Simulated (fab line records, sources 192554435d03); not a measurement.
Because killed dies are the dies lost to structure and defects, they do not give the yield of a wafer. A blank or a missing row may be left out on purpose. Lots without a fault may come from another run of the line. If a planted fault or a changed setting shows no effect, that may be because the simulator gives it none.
Lot-split experiment -- flow n5Finfet -- 39 wafers read across 7 lots, on a route 1938 steps long

== SPLIT DETAILS ==
At N5_GATE_CUT_HM_DEP_46 (deposits SiO2 from TEOS/O2, target thk 130 nm, time 26.6 s), the setting timeS was moved away from the recipe's 26.6 s on 9 of the 39 wafers read, by -8.0% to -4.9%. All remaining wafers had this setting at the recipe value.

== FROM THE SPLIT TO THE READING: what the file shows between them, 10 steps ==
- N5_GATE_CUT_COAT_34: time 60 s, resist thk 60 nm
- N5_GATE_CUT_COAT_35: time 60 s, resist thk 10 nm
- N5_GATE_CUT_STRIP_38: strips in N2/H2
- N5_GATE_CUT_STRIP_39: strips in N2/H2
- N5_GATE_CUT_HM_OPEN_40: chemistry C4F6/O2, target SiO2, target depth 139 nm, time 85.1 s
- N5_GATE_CUT_CUT_ETCH_54: etches TiN in Cl2/BCl3, target depth 96.7 nm (also split here: icpW)
- N5_GATE_CUT_CUT_ETCH_55: etches HfO2 in BCl3, target depth 3.2 nm
- N5_GATE_CUT_ETCH_47: etches SiO2 in Cl2/BCl3, target depth 10 nm
- N5_GATE_CUT_ALD_22: deposits SiNx, target thk 16 nm, pulse time 1 s, ald cycles 320
- N5_GATE_CUT_CMP_23: polishes, stops on SiO2, t overpolish 23.4 s, target thk 16 nm

== THE READING ==
Values of GC_FILL_THK in nm from N5_GATE_CUT_THK_MEAS_24. Typical for fault-free wafers on this fab line: 219.7 nm, with standard deviation 2.4 nm.

wafer,"tool, chamber at the split","timeS as run, s",against the recipe,"GC_FILL_THK, nm",against lot-mates on the recipe
L075.1,"pecvd-01, 0",25.3,-4.9%,209.3,-9.5
L075.2,"pecvd-01, 1,0",26.6,recipe,216.6,-
L075.3,"pecvd-01, 0",25.3,-4.9%,213.0,-5.8
L075.4,"pecvd-01, 1",26.6,recipe,221.0,-
L075.5,"pecvd-01, 1",25.3,-4.9%,212.0,-6.8
L075.6,"pecvd-01, 1,0",26.6,recipe,218.8,-
L076.1,"pecvd-04, 1",26.6,recipe,219.6,-
L076.2,"pecvd-04, 2",26.6,recipe,216.8,-
L076.3,"pecvd-04, 0",24.48,-8.0%,208.6,-9.7
L076.4,"pecvd-04, 2",24.48,-8.0%,208.2,-10.1
L076.5,"pecvd-04, 0",24.48,-8.0%,211.1,-7.2
L076.6,"pecvd-04, 1",26.6,recipe,218.6,-
L083.1,"pecvd-04, 1,2",26.6,recipe,218.9,-
L083.2,"pecvd-04, 1,2",26.6,recipe,223.1,-
L083.3,"pecvd-04, 0",26.6,recipe,219.9,-
L083.4,"pecvd-04, 0",26.6,recipe,221.9,-
L083.5,"pecvd-04, 2",26.6,recipe,220.4,-
L083.6,"pecvd-04, 1",26.6,recipe,222.9,-
L085.1,"pecvd-01, 2",24.85,-6.6%,208.9,-10.8
L085.2,"pecvd-01, 1,2",26.6,recipe,218.8,-
L085.3,"pecvd-01, 0",24.85,-6.6%,208.6,-11.1
L085.4,"pecvd-01, 0",26.6,recipe,222.0,-
L085.5,"pecvd-01, 1",24.85,-6.6%,213.0,-6.7
L085.6,"pecvd-01, 1,2",26.6,recipe,218.2,-
L086.1,"pecvd-04, 0",26.6,recipe,215.6,-
L086.2,"pecvd-04, 2",26.6,recipe,216.9,-
L086.3,"pecvd-04, 1",26.6,recipe,218.5,-
L086.4,"pecvd-04, 0",26.6,recipe,219.0,-
L086.5,"pecvd-04, 1",26.6,recipe,221.4,-
L086.6,"pecvd-04, 2",26.6,recipe,215.9,-
L088.1,"pecvd-01, 0",26.6,recipe,216.9,-
L088.2,"pecvd-01, 1",26.6,recipe,218.4,-
L088.3,"pecvd-01, 2",26.6,recipe,218.4,-
L088.4,"pecvd-01, 1",26.6,recipe,219.1,-
L088.5,"pecvd-01, 2",26.6,recipe,219.1,-
L088.6,"pecvd-01, 0",26.6,recipe,219.0,-
L096.2,"pecvd-02, 0",26.6,recipe,222.6,-
L096.3,"pecvd-02, 1",26.6,recipe,225.8,-
L096.5,"pecvd-02, 1",26.6,recipe,221.0,-
The file does not say which wafer passed through which chamber wherever a row lists several chambers: such a row stands for several wafers.

THE FIT
A straight line over all 39 wafers: GC_FILL_THK changes by +1.39 nm for each +1% of timeS; r = +0.87; the points scatter about the line by 2.3 nm.
The same after taking each lot's own level away (the mean of its wafers on the recipe; 39 wafers): +1.3 nm for each +1%; r = +0.91; scatter 1.7 nm.
The reading moves by 10 nm for the largest change in timeS, on that fit.
Across the lots, their own levels run from 217.88 to 223.13 nm, a range of 2.2 times the standard deviation given above.
So the lot-to-lot level changes the slope little: the two slopes agree.
Check: for one of the wafers moved furthest among these (-8.0%), held out of the fit, the line's prediction against its lot-mates is -10.5 nm. Against them it came out at -9.73 nm.

== THE OTHER SPLITS THESE WAFERS WENT THROUGH ==
These wafers also went through other splits before the reading. Each is held against what the fit with the lots' levels taken away leaves over:
other split on the same wafers,wafers away from the commonest value,r with GC_FILL_THK (lot level and that fit taken away)
N5_DUMMY_GATE_ETCH_37 sourceW,15,-0.03
N5_DUMMY_GATE_ETCH_44 targetDepthA,12,-0.13
N5_SD_EPI_N_ETCH_45 targetDepthA,15,+0.10
N5_HKMG_FIN_HK_ALD_01 aldCycles,6,-0.16
N5_GATE_CUT_CUT_ETCH_54 icpW,18,-0.03

== THE WHOLE CHAIN: every reading that the file lists as answering this split, in the file's order ==
step,what it does,reading,change (the file's fit),r (the file's)
N5_GATE_CUT_HM_DEP_46,"deposits SiO2 from TEOS/O2, target thk 130 nm, time 26.6 s","SiO2_of_GATE_CUT_HM_DEP_46.thkNm (the simulator's own value, which no gauge read)",+1.26 nm for each +1% of the setting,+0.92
N5_GATE_CUT_HM_OPEN_40,"chemistry C4F6/O2, target SiO2, target depth 139 nm, time 85.1 s","etch.depthNm (the simulator's own value, which no gauge read)",+1.26 nm for each +1% of the setting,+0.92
N5_GATE_CUT_THK_MEAS_24,,GC_FILL_THK,+1.31 for each +1% of the setting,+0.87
N5_GATE_CUT_CMP_43,polishes SiO2,"SiO2_of_GATE_CUT_HM_DEP_46.thkNm (the simulator's own value, which no gauge read)",+0.0619 nm for each +1% of the setting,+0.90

== FILE'S OWN FIT ==
GC_FILL_THK changes by +1.31 nm for each +1% of timeS, r = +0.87.
